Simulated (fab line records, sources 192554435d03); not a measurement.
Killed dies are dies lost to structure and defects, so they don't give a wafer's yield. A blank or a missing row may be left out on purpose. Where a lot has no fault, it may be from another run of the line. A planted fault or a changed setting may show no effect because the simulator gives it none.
Lot-split experiment ; flow n5 finfet ; 39 wafers read from 7 lots, route of 1938 steps

SPLIT DETAILS
At N5_BEOL_M11_PECVD_70 (deposits SiO2 from TEOS/O2, target thk 20 nm, time 22.7 s), the setting time s was moved away from the recipe's 22.7 s on 15 of the 39 wafers read, by -58.9% to +41.4%. All remaining wafers had this setting at the recipe value.

FROM THE SPLIT TO THE READING: what the file shows between them, 4 steps
- N5_BEOL_M11_HM_DEP_02: deposits TiN, target thk 20 nm
- N5_BEOL_M11_COAT_59: time 60 s, resist thk 100 nm
- N5_BEOL_M11_ECD_50: material Cu, target thk 318 nm
- N5_BEOL_M11_ANNEAL_51: time 90 s

THE READING
barrier field endpoint s, in s, at N5_BEOL_M11_CMP_52 (polishes, stops on SiCOH lowk, t overpolish 7 s, target thk 140 nm). Fault-free wafers of this fab line usually give 28.7 s, standard deviation 0.68 s.

wafer;tool, chamber at the split;time s as run, s;against the recipe;barrier field endpoint s, s;against lot-mates on the recipe
L074.2;pecvd-03, 2;22.7;recipe;28.5;-
L074.4;pecvd-03, 1,2,0;22.7;recipe;29.2;-
L074.1;pecvd-03, 0;22.7;recipe;29.0;-
L074.3;pecvd-03, 1,2,0;22.7;recipe;29.0;-
L074.6;pecvd-03, 1,2,0;22.7;recipe;30.0;-
L074.5;pecvd-03, 1;22.7;recipe;29.7;-
L086.4;pecvd-04, 0;22.7;recipe;28.7;-
L086.2;pecvd-04, 1,2;32.09;+41.4%;36.5;+7.8
L086.1;pecvd-04, 1,2;32.09;+41.4%;37.4;+8.7
L086.3;pecvd-04, 0;22.7;recipe;28.6;-
L086.5;pecvd-04, 2;32.09;+41.4%;39.0;+10.3
L086.6;pecvd-04, 1;22.7;recipe;28.7;-
L085.1;pecvd-04, 0,2;13.04;-42.6%;18.4;-10.8
L085.3;pecvd-04, 1;13.04;-42.6%;18.7;-10.5
L085.4;pecvd-04, 2,0;22.7;recipe;29.3;-
L085.2;pecvd-04, 0,2;13.04;-42.6%;18.2;-11.0
L085.6;pecvd-04, 1;22.7;recipe;29.5;-
L085.5;pecvd-04, 2,0;22.7;recipe;28.7;-
L088.4;pecvd-04, 2;16.88;-25.6%;23.9;-5.2
L088.1;pecvd-04, 0;16.88;-25.6%;23.1;-6.0
L088.3;pecvd-04, 2;22.7;recipe;28.6;-
L088.2;pecvd-04, 1;16.88;-25.6%;23.2;-5.9
L088.6;pecvd-04, 0,1;22.7;recipe;29.4;-
L088.5;pecvd-04, 0,1;22.7;recipe;29.4;-
L093.3;pecvd-03, 0;22.7;recipe;28.7;-
L093.1;pecvd-03, 1;9.32;-58.9%;14.9;-13.7
L093.2;pecvd-03, 2;9.32;-58.9%;14.5;-14.1
L093.4;pecvd-03, 2;22.7;recipe;28.4;-
L093.5;pecvd-03, 0;22.7;recipe;28.8;-
L093.6;pecvd-03, 1;9.32;-58.9%;14.8;-13.8
L096.1;pecvd-04, 0,1,1;22.7;recipe;29.5;-
L096.2;pecvd-04, 0,1,1;22.7;recipe;29.0;-
L096.5;pecvd-04, 0,1,1;22.7;recipe;30.3;-
L095.3;pecvd-03, 2;22.7;recipe;28.1;-
L095.1;pecvd-03, 1,2;22.7;recipe;28.8;-
L095.2;pecvd-03, 0;15.81;-30.4%;21.4;-7.2
L095.4;pecvd-03, 0;15.81;-30.4%;21.8;-6.8
L095.6;pecvd-03, 1,2;22.7;recipe;29.0;-
L095.5;pecvd-03, 1;15.81;-30.4%;22.1;-6.5
Where a row lists several chambers, the file gives one row for several wafers and doesn't say which wafer went through which chamber.

THE FIT
A straight line over all 39 wafers: barrier field endpoint s changes by +0.233 s for each +1% of time s; r = +0.99; the points scatter about the line by 0.64 s.
The same after taking each lot's own level away (the mean of its wafers on the recipe; 39 wafers): +0.232 s for each +1%; r = +1.00; scatter 0.55 s.
That fit puts the effect of the largest move of time s on the reading at 14 s.
Across the lots, their own levels run from 28.63 to 29.60 s, a range of 1.4 times the standard deviation given above.
The two slopes are in agreement: the lot-to-lot level therefore moves the slope only a little.
Check: for one of the wafers moved furthest among these (-58.9%), held out of the fit, the line's prediction against its lot-mates is -13.8 s. It came out at -13.7 s against them.

THESE WAFERS: OTHER SPLITS
Other splits were also applied to these wafers ahead of the reading. Each is held against what the fit with the lots' levels taken away leaves over:
other split on the same wafers;wafers away from the commonest value;r with barrier field endpoint s (lot level and that fit taken away)
N5_BEOL_M7_ILD_DEP_00 time s;15;+0.00

THE WHOLE CHAIN: every reading that the file lists as answering this split, in the file's order
step;what it does;reading;change (the file's fit);r (the file's)
N5_BEOL_M11_PECVD_70;deposits SiO2 from TEOS/O2, target thk 20 nm, time 22.7 s;SiO2_of_BEOL_M11_PECVD_70.thk nm (the simulator's own value, which no gauge read);+0.191 nm for each +1% of the setting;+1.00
N5_BEOL_M11_CMP_52;polishes, stops on SiCOH lowk, t overpolish 7 s, target thk 140 nm;barrier field endpoint s;+0.234 s for each +1% of the setting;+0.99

THE FILE'S OWN FIT
barrier field endpoint s changes by +0.234 s for each +1% of time s, r = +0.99.
